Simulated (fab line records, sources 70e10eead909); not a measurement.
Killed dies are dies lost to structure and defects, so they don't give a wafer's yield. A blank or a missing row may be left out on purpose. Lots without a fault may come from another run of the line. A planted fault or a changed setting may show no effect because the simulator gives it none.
Which tool did it? | flow nand_harc | 13 lots, 39 wafers sampled, at 1 step of a route of 1159

WHAT THE GAUGES READ, wafer by wafer
NHARC_A_BONDPAD_OVL_MEAS_35. Usual: overlay_x_nm -1 nm, standard deviation 7.2; overlay_y_nm -1 nm, standard deviation 6.7.
lot  | measured     | on         | overlay_x_nm (nm) | overlay_y_nm (nm) | flag
L520 | day 18 07:02 | overlay-02 | 5 6 5             | -1 0 0            |
L522 | day 19 03:32 | overlay-01 | 4 5 4             | -6 -6 -7          |
L530 | day 19 17:41 | overlay-01 | 0 0 0             | 13 13 13          |
L527 | day 19 19:38 | overlay-01 | -3 -2 -3          | 0 0 0             |
L528 | day 20 06:53 | overlay-02 | -7 -8 -7          | -1 -2 -1          |
L533 | day 21 00:01 | overlay-02 | -1 -1 -1          | 3 2 2             |
L538 | day 22 16:10 | overlay-02 | 0 0 0             | -14 -14 -14       |
L535 | day 22 16:35 | overlay-02 | 0 0 0             | -17 -17 -17       |
L540 | day 22 21:52 | overlay-01 | -12 -12 -12       | 9 9 10            |
L541 | day 23 00:49 | overlay-01 | -13 -13 -13       | -2 -2 -2          |
L542 | day 23 07:40 | overlay-01 | -1 -1 -1          | 0 0 0             |
L539 | day 23 16:53 | overlay-02 | 0 -1 0            | 3 3 3             |
L543 | day 23 21:17 | overlay-01 | 13 14 13          | -1 -1 -1          |

WHICH TOOL RAN EACH LOT (tool, then ch and the chambers of the sampled wafers, then the start)
The record holds no process step before these readings.

WHAT THE TOOLS THEMSELVES READ (means of the sampled wafers that have a number; where no wafer has one, the mark that the record gives instead)
The record holds no such reading with a usual standard deviation.

THE ANSWER, worked out from the rows above alone
Rule: a lot is off if the mean of its wafers that have a number lies more than 3 standard deviations from the usual mean. A lot without any number at a reading at which 4 lots or more have one is off too. The other lots that the step has rows for count as sound. The gauges are gone through in route order, then the tools' own readings, and for those a lot's mean is taken as printed above. The first step at which some lot is off is used, and at that step the reading that is off furthest; a lot without a number counts as furthest.
No lot is off at any reading shown: from this, nothing can be told.

WHAT THE SIMULATOR HAD PUT IN
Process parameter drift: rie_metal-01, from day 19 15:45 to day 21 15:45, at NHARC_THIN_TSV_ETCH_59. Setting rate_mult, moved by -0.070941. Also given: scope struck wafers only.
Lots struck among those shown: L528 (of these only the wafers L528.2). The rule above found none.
